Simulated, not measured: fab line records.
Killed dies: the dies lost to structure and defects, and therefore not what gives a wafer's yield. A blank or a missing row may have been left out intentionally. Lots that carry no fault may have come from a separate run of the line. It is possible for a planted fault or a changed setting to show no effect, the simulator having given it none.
fab line records	flow nand-harc	part 1 of 2: steps 1 to 36 of 47
[record] lots = 5	wafers = 15	last-day = 24
route steps=1159 shown P_ZERO_WELL@20
lots untouched by any fault: they come from a run of this same line in which no faults occurred
start-h: hours from the record's first day to the start of the lot's first wafer shown	wait-h: time in hours since the lot's previous step	" same as the row above	L1.1+2: one row covering several wafers at once	- no value, or no start given	* or withheld: withheld	< > ~ a bound
route shown NAME@n: names a module that has steps shown in the file, with the first one's number in the route	usual: mean and standard deviation over wafers with no fault	same: alike in all rows	chamber/n: place in a boat	sites: the reading at each site	_std_site: standard deviation of those values	_edge_site: inner sites' mean taken away from outer sites' mean	radius-mm: for every site, how far away it sits from the centre of the wafer	mask NAME#n: copy n	behind: the most recent tool/chamber to have shaped the wafer	hold: reason for holding the lot/hours on hold/outcome of the hold	device: whichever transistor did not switch (one of n, p or np)	end of line: tests run on the same wafers once the route is complete	a step with no rows: only its recipe	killed: not the wafer's yield, but the dies lost to structure and defects at the first sort	map: a wafer's dies, x killed, . not, _ none there
set.NAME: the run value of the setting; set.NAME@STEP: its run value at that earlier step	model.NAME: the simulator's own value behind a step, which no gauge read
lots at selected steps of the route; one table per step, one row per wafer
services: when a tool's chamber went out of use (start-h, in hours from the record's first day, below 0 if earlier), for how many hours, and the reason
[[steps]]
[step NHARC_P_ZERO_WELL_STRIP_15]
[recipe] time-s = 900	temp-c = 130	chemistry = SPM
lot.wafer	tool	chamber	start-h	wait-h
L075.2+4+5	wet-bench-04	7,2,4	19.72	-
L079.1+6+2	wet-bench-04	6,0,1	43.84	-
L086.5+6+2	wet-bench-04	2,3,5	85.69	-
L093.4+5+2	wet-bench-04	1,2,6	127.71	-
L095.3+2+6	wet-bench-02	0,4,5	139.80	-
[step NHARC_P_ZERO_WELL_DEHYDRATE_16]
[recipe] temp-c = 150	time-s = 120
lot.wafer	tool	chamber	start-h	wait-h
L075.2+4+5	litho-track-03	0	20.08	-
L079.1+2+6	litho-track-07	0	44.18	-
L086.2+5+6	litho-track-03	0	86.02	-
L093.2+4+5	litho-track-03	0	128.07	-
L095.2+3+6	litho-track-02	0	140.15	-
[step NHARC_P_ZERO_WELL_HMDS_17]
[recipe] time-s = 30
lot.wafer	tool	chamber	start-h	wait-h
L075.2+4+5	litho-track-03	0	-	-
L079.1+2+6	litho-track-07	0	-	-
L086.2+5+6	litho-track-03	0	-	-
L093.2+4+5	litho-track-03	0	-	-
L095.2+3+6	litho-track-02	0	-	-
[step NHARC_P_ZERO_WELL_COAT_18]
[recipe] spin-rpm = withheld
lot.wafer	tool	chamber	start-h	wait-h
L075.2+4+5	litho-track-03	0	-	-
L079.1+2+6	litho-track-07	0	-	-
L086.2+5+6	litho-track-03	0	-	-
L093.2+4+5	litho-track-03	0	-	-
L095.2+3+6	litho-track-02	0	-	-
[step NHARC_P_ZERO_WELL_SOFTBAKE_19]
[recipe] temp-c = 122	time-s = 95
lot.wafer	tool	chamber	start-h	wait-h
L075.2+4+5	litho-track-03	0	-	-
L079.1+2+6	litho-track-07	0	-	-
L086.2+5+6	litho-track-03	0	-	-
L093.2+4+5	litho-track-03	0	-	-
L095.2+3+6	litho-track-02	0	-	-
[step NHARC_P_ZERO_WELL_EBR_20]
lot.wafer	tool	chamber	start-h	wait-h
L075.2+4+5	litho-track-03	0	-	-
L079.1+2+6	litho-track-07	0	-	-
L086.2+5+6	litho-track-03	0	-	-
L093.2+4+5	litho-track-03	0	-	-
L095.2+3+6	litho-track-02	0	-	-
[step NHARC_P_ZERO_WELL_EXPOSE_21]
[recipe] na = 0.6	target-cd-nm = 720	dose-mj = 22.31	mask-id = P_NWELL
[usual] exposure-dose-mJ-cm2 = 22.310/0.023
lot.wafer	tool	chamber	start-h	wait-h	mask	exposure-dose-mJ-cm2
L075.2	krf-scanner-04	0	20.35	-	P_NWELL#0	22.313
L075.4	"	0	"	"	P_NWELL#0	22.306
L075.5	"	0	"	"	P_NWELL#0	22.308
L079.1	krf-scanner-02	0	44.46	-	P_NWELL#0	22.317
L079.2	"	0	"	"	P_NWELL#0	22.300
L079.6	"	0	"	"	P_NWELL#0	22.302
L086.2	krf-scanner-04	0	86.17	-	P_NWELL#0	22.347
L086.5	"	0	"	"	P_NWELL#0	22.310
L086.6	"	0	"	"	P_NWELL#0	22.327
L093.2	krf-scanner-02	0	128.22	-	P_NWELL#0	22.334
L093.4	"	0	"	"	P_NWELL#0	22.292
L093.5	"	0	"	"	P_NWELL#0	22.306
L095.2	krf-scanner-04	0	140.42	-	P_NWELL#0	22.279
L095.3	"	0	"	"	P_NWELL#0	22.287
L095.6	"	0	"	"	P_NWELL#0	22.266
[step NHARC_P_ZERO_WELL_PEB_22]
[recipe] peb-temp-c = 118	peb-time-s = 85
lot.wafer	tool	chamber	start-h	wait-h
L075.2+4+5	litho-track-02	0	20.41	0.1
L079.1+2+6	litho-track-07	0	44.52	0.1
L086.2+5+6	litho-track-02	0	86.23	0.1
L093.2+4+5	litho-track-07	0	128.28	0.1
L095.2+3+6	litho-track-03	0	140.48	0.1
[step NHARC_P_ZERO_WELL_DEVELOP_23]
[recipe] time-s = 70
lot.wafer	tool	chamber	start-h	wait-h
L075.2+4+5	litho-track-02	0	-	-
L079.1+2+6	litho-track-07	0	-	-
L086.2+5+6	litho-track-02	0	-	-
L093.2+4+5	litho-track-07	0	-	-
L095.2+3+6	litho-track-03	0	-	-
[step NHARC_P_ZERO_WELL_CD_MEAS_24]
[recipe] target-cd-nm = 720	landing-energy-ev = 500
[usual] cd-nm = 719.9/2.3
lot.wafer	tool	chamber	start-h	wait-h	cd-nm
L075.2	cd-sem-03	0	20.50	-	720.9
L075.4	"	0	"	"	722.2
L075.5	"	0	"	"	721.3
L079.1	cd-sem-01	0	44.61	-	716.9
L079.2	"	0	"	"	714.8
L079.6	"	0	"	"	719.1
L086.2	cd-sem-03	0	86.32	-	721.1
L086.5	"	0	"	"	721.2
L086.6	"	0	"	"	719.8
L093.2	cd-sem-01	0	128.37	-	717.6
L093.4	"	0	"	"	716.0
L093.5	"	0	"	"	715.4
L095.2	cd-sem-03	0	140.58	-	724.7
L095.3	"	0	"	"	719.1
L095.6	"	0	"	"	722.3
[step NHARC_P_ZERO_WELL_HARDBAKE_25]
[recipe] temp-c = 125	time-s = 80
lot.wafer	tool	chamber	start-h	wait-h
L075.2+4+5	litho-track-02	0	20.58	-
L079.1+2+6	litho-track-07	0	44.69	-
L086.2+5+6	litho-track-03	0	86.40	-
L093.2+4+5	litho-track-07	0	128.45	-
L095.2+3+6	litho-track-07	0	140.66	-
[step NHARC_P_ZERO_WELL_DESCUM_26]
[recipe] time-s = 3	o2-flow-sccm = 200	ar-flow-sccm = 0	bias-power-w = 0	chemistry = O2
[usual] drypump-motor-current-A = 5.7/0.42	oes-product-au = 1.003/0.011	rf-vpp-V = 57.8/0.85	showerhead-plenum-p-Torr = 1.93/0.078	throttle-valve-pct = 11.310/0.0085
lot.wafer	tool	chamber	start-h	wait-h	drypump-motor-current-A	oes-product-au	rf-hours-counter-h	rf-vpp-V	showerhead-plenum-p-Torr	throttle-valve-pct
L075.2	rie-diel-13	1	20.67	-	5.7	1.017	7.0	59.3	2.01	11.313
L075.4	"	3	"	"	4.6	1.005	7.0	57.8	1.96	11.304
L075.5	"	1	"	"	5.7	1.017	-	57.5	2.01	11.320
L079.1	rie-diel-10	0	44.80	-	5.9	0.989	3.7	58.1	1.90	11.312
L079.2	"	1	"	"	5.4	0.989	2.4	57.6	1.97	11.311
L079.6	"	3	"	"	5.8	0.994	-	56.6	1.80	11.326
L086.2	rie-diel-13	3	86.52	-	4.6	1.004	10.2	57.4	1.96	11.324
L086.5	"	0	"	"	5.8	0.991	-	57.0	1.89	11.311
L086.6	"	1	"	"	5.7	1.005	-	57.9	2.01	11.299
L093.2	rie-diel-10	1	128.53	-	5.3	1.004	8.0	57.7	1.97	11.316
L093.4	"	2	"	"	6.0	1.018	8.7	58.9	2.00	11.324
L093.5	"	1	"	"	5.4	1.014	-	56.5	1.97	11.312
L095.3	rie-diel-10	2	140.79	-	5.9	1.006	9.5	59.1	1.99	11.308
L095.2	"	0	"	"	5.9	0.986	10.5	58.5	1.90	11.308
L095.6	"	1	"	"	5.3	1.007	-	59.2	1.96	11.316
[step NHARC_P_ZERO_WELL_IMPLANT_27]
[recipe] energy-kev = 600	dose-cm2 = 1e+13	tilt-deg = 7
[usual] dose-ions-cm2 = 9.999e+12/1e+10
lot.wafer	tool	chamber	start-h	wait-h	dose-ions-cm2
L075.2	implanter-02	0	20.84	0.2	1.0014e+13
L075.4	"	0	"	"	9.993e+12
L075.5	"	0	"	"	1.0003e+13
L079.1	implanter-01	0	44.92	0.1	9.999e+12
L079.2	"	0	"	"	9.996e+12
L079.6	"	0	"	"	9.995e+12
L086.2	implanter-01	0	86.74	0.2	9.99e+12
L086.5	"	0	"	"	9.987e+12
L086.6	"	0	"	"	1.0005e+13
L093.2	implanter-01	0	128.71	0.2	9.987e+12
L093.4	"	0	"	"	1.0011e+13
L093.5	"	0	"	"	1.0015e+13
L095.2	implanter-01	0	140.95	0.1	9.998e+12
L095.3	"	0	"	"	1e+13
L095.6	"	0	"	"	1.0005e+13
[step NHARC_P_ZERO_WELL_IMPLANT_57]
[recipe] energy-kev = 250	dose-cm2 = 4e+12	tilt-deg = 7
[usual] dose-ions-cm2 = 3.998e+12/4.3e+09
lot.wafer	tool	chamber	start-h	wait-h	dose-ions-cm2
L075.2	implanter-02	0	21.02	0.2	4.002e+12
L075.4	"	0	"	"	4e+12
L075.5	"	0	"	"	4e+12
L079.1	implanter-01	0	45.11	0.2	4.002e+12
L079.2	"	0	"	"	4.002e+12
L079.6	"	0	"	"	4.003e+12
L086.2	implanter-01	0	86.93	0.2	3.997e+12
L086.5	"	0	"	"	3.998e+12
L086.6	"	0	"	"	3.997e+12
L093.2	implanter-01	0	128.89	0.1	3.996e+12
L093.4	"	0	"	"	3.99e+12
L093.5	"	0	"	"	3.983e+12
L095.2	implanter-01	0	141.13	0.1	3.994e+12
L095.3	"	0	"	"	3.993e+12
L095.6	"	0	"	"	3.992e+12
[step NHARC_P_ZERO_WELL_IMPLANT_58]
[recipe] energy-kev = 100	dose-cm2 = 2e+12	tilt-deg = 7
[usual] dose-ions-cm2 = 2e+12/1.9e+09
lot.wafer	tool	chamber	start-h	wait-h	dose-ions-cm2
L075.2	implanter-02	0	21.20	0.2	1.9995e+12
L075.4	"	0	"	"	2.0003e+12
L075.5	"	0	"	"	2.0002e+12
L079.1	implanter-01	0	45.29	0.2	2.0016e+12
L079.2	"	0	"	"	2.0014e+12
L079.6	"	0	"	"	1.998e+12
L086.2	implanter-01	0	87.11	0.2	1.9981e+12
L086.5	"	0	"	"	2.0013e+12
L086.6	"	0	"	"	2.0013e+12
L093.2	implanter-01	0	129.07	0.2	2.0007e+12
L093.4	"	0	"	"	2.0015e+12
L093.5	"	0	"	"	1.9986e+12
L095.2	implanter-01	0	141.31	0.2	2.0002e+12
L095.3	"	0	"	"	2.0006e+12
L095.6	"	0	"	"	1.9994e+12
[step NHARC_P_ZERO_WELL_STRIP_28]
[recipe] time-s = 840	temp-c = 130	chemistry = SPM
lot.wafer	tool	chamber	start-h	wait-h
L075.4+2+5	wet-bench-04	7,0,4	21.38	0.1
L079.2+1+6	wet-bench-02	2,3,4	45.51	0.2
L086.6+2+5	wet-bench-02	2,3,6	87.29	0.0
L093.4+2+5	wet-bench-02	7,0,1	129.28	0.1
L095.2+6+3	wet-bench-04	5,6,7	141.50	0.2
[step NHARC_P_ZERO_WELL_DEHYDRATE_29]
[recipe] temp-c = 150	time-s = 120
lot.wafer	tool	chamber	start-h	wait-h
L075.2+4+5	litho-track-02	0	21.72	-
L079.1+2+6	litho-track-02	0	45.83	-
L086.2+5+6	litho-track-07	0	87.63	-
L093.2+4+5	litho-track-07	0	129.60	-
L095.2+3+6	litho-track-02	0	141.83	-
[step NHARC_P_ZERO_WELL_HMDS_30]
[recipe] time-s = 30
lot.wafer	tool	chamber	start-h	wait-h
L075.2+4+5	litho-track-02	0	-	-
L079.1+2+6	litho-track-02	0	-	-
L086.2+5+6	litho-track-07	0	-	-
L093.2+4+5	litho-track-07	0	-	-
L095.2+3+6	litho-track-02	0	-	-
[step NHARC_P_ZERO_WELL_COAT_31]
[recipe] spin-rpm = withheld
lot.wafer	tool	chamber	start-h	wait-h
L075.2+4+5	litho-track-02	0	-	-
L079.1+2+6	litho-track-02	0	-	-
L086.2+5+6	litho-track-07	0	-	-
L093.2+4+5	litho-track-07	0	-	-
L095.2+3+6	litho-track-02	0	-	-
[step NHARC_P_ZERO_WELL_SOFTBAKE_32]
[recipe] temp-c = 122	time-s = 95
lot.wafer	tool	chamber	start-h	wait-h
L075.2+4+5	litho-track-02	0	-	-
L079.1+2+6	litho-track-02	0	-	-
L086.2+5+6	litho-track-07	0	-	-
L093.2+4+5	litho-track-07	0	-	-
L095.2+3+6	litho-track-02	0	-	-
[step NHARC_P_ZERO_WELL_EBR_33]
lot.wafer	tool	chamber	start-h	wait-h
L075.2+4+5	litho-track-02	0	-	-
L079.1+2+6	litho-track-02	0	-	-
L086.2+5+6	litho-track-07	0	-	-
L093.2+4+5	litho-track-07	0	-	-
L095.2+3+6	litho-track-02	0	-	-
[step NHARC_P_ZERO_WELL_EXPOSE_34]
[recipe] na = 0.6	target-cd-nm = 720	dose-mj = 22.31	mask-id = P_PWELL
[usual] exposure-dose-mJ-cm2 = 22.315/0.021
lot.wafer	tool	chamber	start-h	wait-h	mask	exposure-dose-mJ-cm2
L075.2	krf-scanner-02	0	21.99	-	P_PWELL#0	22.312
L075.4	"	0	"	"	P_PWELL#0	22.294
L075.5	"	0	"	"	P_PWELL#0	22.320
L079.1	krf-scanner-01	0	46.10	-	P_PWELL#0	22.316
L079.2	"	0	"	"	P_PWELL#0	22.271
L079.6	"	0	"	"	P_PWELL#0	22.311
L086.2	krf-scanner-04	0	87.77	-	P_PWELL#0	22.295
L086.5	"	0	"	"	P_PWELL#0	22.282
L086.6	"	0	"	"	P_PWELL#0	22.293
L093.2	krf-scanner-01	0	129.87	-	P_PWELL#0	22.333
L093.4	"	0	"	"	P_PWELL#0	22.349
L093.5	"	0	"	"	P_PWELL#0	22.337
L095.2	krf-scanner-01	0	142.10	-	P_PWELL#0	22.322
L095.3	"	0	"	"	P_PWELL#0	22.329
L095.6	"	0	"	"	P_PWELL#0	22.326
[step NHARC_P_ZERO_WELL_PEB_35]
[recipe] peb-temp-c = 118	peb-time-s = 85
lot.wafer	tool	chamber	start-h	wait-h
L075.2+4+5	litho-track-02	0	22.05	0.1
L079.1+2+6	litho-track-03	0	46.17	0.1
L086.2+5+6	litho-track-07	0	87.84	0.1
L093.2+4+5	litho-track-03	0	129.94	0.1
L095.2+3+6	litho-track-03	0	142.16	0.1
[step NHARC_P_ZERO_WELL_DEVELOP_36]
[recipe] time-s = 70
lot.wafer	tool	chamber	start-h	wait-h
L075.2+4+5	litho-track-02	0	-	-
L079.1+2+6	litho-track-03	0	-	-
L086.2+5+6	litho-track-07	0	-	-
L093.2+4+5	litho-track-03	0	-	-
L095.2+3+6	litho-track-03	0	-	-
[step NHARC_P_ZERO_WELL_CD_MEAS_37]
[recipe] target-cd-nm = 720	landing-energy-ev = 500
[usual] cd-nm = 719.3/2.5
lot.wafer	tool	chamber	start-h	wait-h	cd-nm
L075.2	cd-sem-03	0	22.14	-	721.0
L075.4	"	0	"	"	718.4
L075.5	"	0	"	"	721.9
L079.1	cd-sem-02	0	46.26	-	721.8
L079.2	"	0	"	"	715.4
L079.6	"	0	"	"	718.3
L086.2	cd-sem-01	0	87.93	-	715.1
L086.5	"	0	"	"	718.4
L086.6	"	0	"	"	714.5
L093.2	cd-sem-01	0	130.04	-	722.7
L093.4	"	0	"	"	715.5
L093.5	"	0	"	"	721.2
L095.2	cd-sem-02	0	142.25	-	720.4
L095.3	"	0	"	"	721.2
L095.6	"	0	"	"	718.5
[step NHARC_P_ZERO_WELL_HARDBAKE_38]
[recipe] temp-c = 125	time-s = 80
lot.wafer	tool	chamber	start-h	wait-h
L075.2+4+5	litho-track-02	0	22.22	-
L079.1+2+6	litho-track-03	0	46.34	-
L086.2+5+6	litho-track-03	0	88.01	-
L093.2+4+5	litho-track-02	0	130.13	-
L095.2+3+6	litho-track-02	0	142.33	-
[step NHARC_P_ZERO_WELL_DESCUM_39]
[recipe] time-s = 3	o2-flow-sccm = 200	ar-flow-sccm = 0	bias-power-w = 0	chemistry = O2
[usual] drypump-motor-current-A = 5.7/0.46	oes-product-au = 1.001/0.011	rf-vpp-V = 57.7/0.98	showerhead-plenum-p-Torr = 1.93/0.08	throttle-valve-pct = 11.311/0.0076
lot.wafer	tool	chamber	start-h	wait-h	drypump-motor-current-A	oes-product-au	rf-hours-counter-h	rf-vpp-V	showerhead-plenum-p-Torr	throttle-valve-pct
L075.2	rie-diel-10	1	22.30	-	5.3	0.987	1	59.8	1.97	11.314
L075.4	"	3	"	"	5.9	1.008	1	57.0	1.80	11.308
L075.5	"	1	"	"	5.3	0.983	-	57.7	1.97	11.313
L079.2	rie-diel-01	3	46.43	-	6.3	1.009	4	59.3	2.03	11.311
L079.1	"	1	"	"	4.8	1.005	6	58.3	2.02	11.318
L079.6	"	2	"	"	5.6	1.005	-	56.6	1.79	11.319
L086.2	rie-diel-01	1	88.12	-	4.8	0.990	8	56.3	2.01	11.306
L086.6	"	2	"	"	5.6	1.001	-	56.6	1.79	11.325
L086.5	"	3	"	"	6.3	1.009	-	59.6	2.03	11.305
L093.2	rie-diel-10	3	130.20	-	5.9	1.001	8	57.5	1.80	11.318
L093.4	"	2	"	"	5.9	1.007	9	58.1	2.00	11.311
L093.5	"	3	"	"	5.9	1.012	-	58.6	1.80	11.317
L095.3	rie-diel-13	0	142.44	-	5.7	0.977	3	58.6	1.89	11.305
L095.2	"	1	"	"	5.7	0.996	3	57.3	2.01	11.307
L095.6	"	3	"	"	4.6	1.000	-	58.4	1.96	11.309
[step NHARC_P_ZERO_WELL_IMPLANT_40]
[recipe] energy-kev = 300	dose-cm2 = 1e+13	tilt-deg = 7
[usual] dose-ions-cm2 = 1.0004e+13/1e+10
lot.wafer	tool	chamber	start-h	wait-h	dose-ions-cm2
L075.2	implanter-01	0	22.48	0.2	9.99e+12
L075.4	"	0	"	"	9.999e+12
L075.5	"	0	"	"	9.99e+12
L079.1	implanter-02	0	46.57	0.1	1.0018e+13
L079.2	"	0	"	"	1.001e+13
L079.6	"	0	"	"	1.0015e+13
L086.2	implanter-01	0	88.27	0.1	1.0014e+13
L086.5	"	0	"	"	9.993e+12
L086.6	"	0	"	"	9.988e+12
L093.2	implanter-01	0	130.38	0.2	1.0009e+13
L093.4	"	0	"	"	1.0019e+13
L093.5	"	0	"	"	9.998e+12
L095.2	implanter-02	0	142.59	0.1	1.0012e+13
L095.3	"	0	"	"	1.0004e+13
L095.6	"	0	"	"	1.0004e+13
[step NHARC_P_ZERO_WELL_IMPLANT_59]
[recipe] energy-kev = 120	dose-cm2 = 5e+12	tilt-deg = 7
[usual] dose-ions-cm2 = 5.001e+12/5.6e+09
lot.wafer	tool	chamber	start-h	wait-h	dose-ions-cm2
L075.2	implanter-01	0	22.66	0.2	4.995e+12
L075.4	"	0	"	"	5.01e+12
L075.5	"	0	"	"	5.006e+12
L079.1	implanter-02	0	46.75	0.2	5e+12
L079.2	"	0	"	"	5.002e+12
L079.6	"	0	"	"	5.007e+12
L086.2	implanter-01	0	88.45	0.2	4.996e+12
L086.5	"	0	"	"	5.001e+12
L086.6	"	0	"	"	5.002e+12
L093.2	implanter-01	0	130.56	0.1	4.993e+12
L093.4	"	0	"	"	4.997e+12
L093.5	"	0	"	"	4.993e+12
L095.2	implanter-02	0	142.77	0.1	4.999e+12
L095.3	"	0	"	"	5.002e+12
L095.6	"	0	"	"	5.005e+12
[step NHARC_P_ZERO_WELL_IMPLANT_60]
[recipe] energy-kev = 30	dose-cm2 = 2e+12	tilt-deg = 7
[usual] dose-ions-cm2 = 2.0001e+12/2.2e+09
lot.wafer	tool	chamber	start-h	wait-h	dose-ions-cm2
L075.2	implanter-01	0	22.84	0.1	1.9989e+12
L075.4	"	0	"	"	1.9986e+12
L075.5	"	0	"	"	1.9991e+12
L079.1	implanter-02	0	46.93	0.2	1.9986e+12
L079.2	"	0	"	"	1.9972e+12
L079.6	"	0	"	"	1.9991e+12
L086.2	implanter-01	0	88.63	0.2	2.0019e+12
L086.5	"	0	"	"	2.0038e+12
L086.6	"	0	"	"	2.0017e+12
L093.2	implanter-01	0	130.74	0.1	2.0018e+12
L093.4	"	0	"	"	2.0021e+12
L093.5	"	0	"	"	2.0023e+12
L095.2	implanter-02	0	142.94	0.1	1.9991e+12
L095.3	"	0	"	"	1.998e+12
L095.6	"	0	"	"	1.999e+12
[step NHARC_P_ZERO_WELL_STRIP_41]
[recipe] time-s = 840	temp-c = 130	chemistry = SPM
lot.wafer	tool	chamber	start-h	wait-h
L075.4+5+2	wet-bench-04	2,3,4	23.05	0.1
L079.1+6+2	wet-bench-01	5,6,7	47.16	0.2
L086.2+6+5	wet-bench-01	7,0,3	88.82	0.2
L093.4+2+5	wet-bench-02	2,3,6	130.93	0.1
L095.2+3+6	wet-bench-04	0,2,5	143.13	0.2
[step NHARC_P_ZERO_WELL_DEHYDRATE_44]
[recipe] temp-c = 150	time-s = 120
lot.wafer	tool	chamber	start-h	wait-h
L075.2+4+5	litho-track-07	0	23.36	-
L079.1+2+6	litho-track-03	0	47.49	-
L086.2+5+6	litho-track-03	0	89.14	-
L093.2+4+5	litho-track-02	0	131.26	-
L095.2+3+6	litho-track-07	0	143.46	-
[step NHARC_P_ZERO_WELL_HMDS_45]
[recipe] time-s = 30
lot.wafer	tool	chamber	start-h	wait-h
L075.2+4+5	litho-track-07	0	-	-
L079.1+2+6	litho-track-03	0	-	-
L086.2+5+6	litho-track-03	0	-	-
L093.2+4+5	litho-track-02	0	-	-
L095.2+3+6	litho-track-07	0	-	-
[step NHARC_P_ZERO_WELL_COAT_46]
[recipe] spin-rpm = withheld
lot.wafer	tool	chamber	start-h	wait-h
L075.2+4+5	litho-track-07	0	-	-
L079.1+2+6	litho-track-03	0	-	-
L086.2+5+6	litho-track-03	0	-	-
L093.2+4+5	litho-track-02	0	-	-
L095.2+3+6	litho-track-07	0	-	-
[step NHARC_P_ZERO_WELL_SOFTBAKE_47]
[recipe] temp-c = 122	time-s = 95
lot.wafer	tool	chamber	start-h	wait-h
L075.2+4+5	litho-track-07	0	-	-
L079.1+2+6	litho-track-03	0	-	-
L086.2+5+6	litho-track-03	0	-	-
L093.2+4+5	litho-track-02	0	-	-
L095.2+3+6	litho-track-07	0	-	-
[step NHARC_P_ZERO_WELL_EBR_48]
lot.wafer	tool	chamber	start-h	wait-h
L075.2+4+5	litho-track-07	0	-	-
L079.1+2+6	litho-track-03	0	-	-
L086.2+5+6	litho-track-03	0	-	-
L093.2+4+5	litho-track-02	0	-	-
L095.2+3+6	litho-track-07	0	-	-
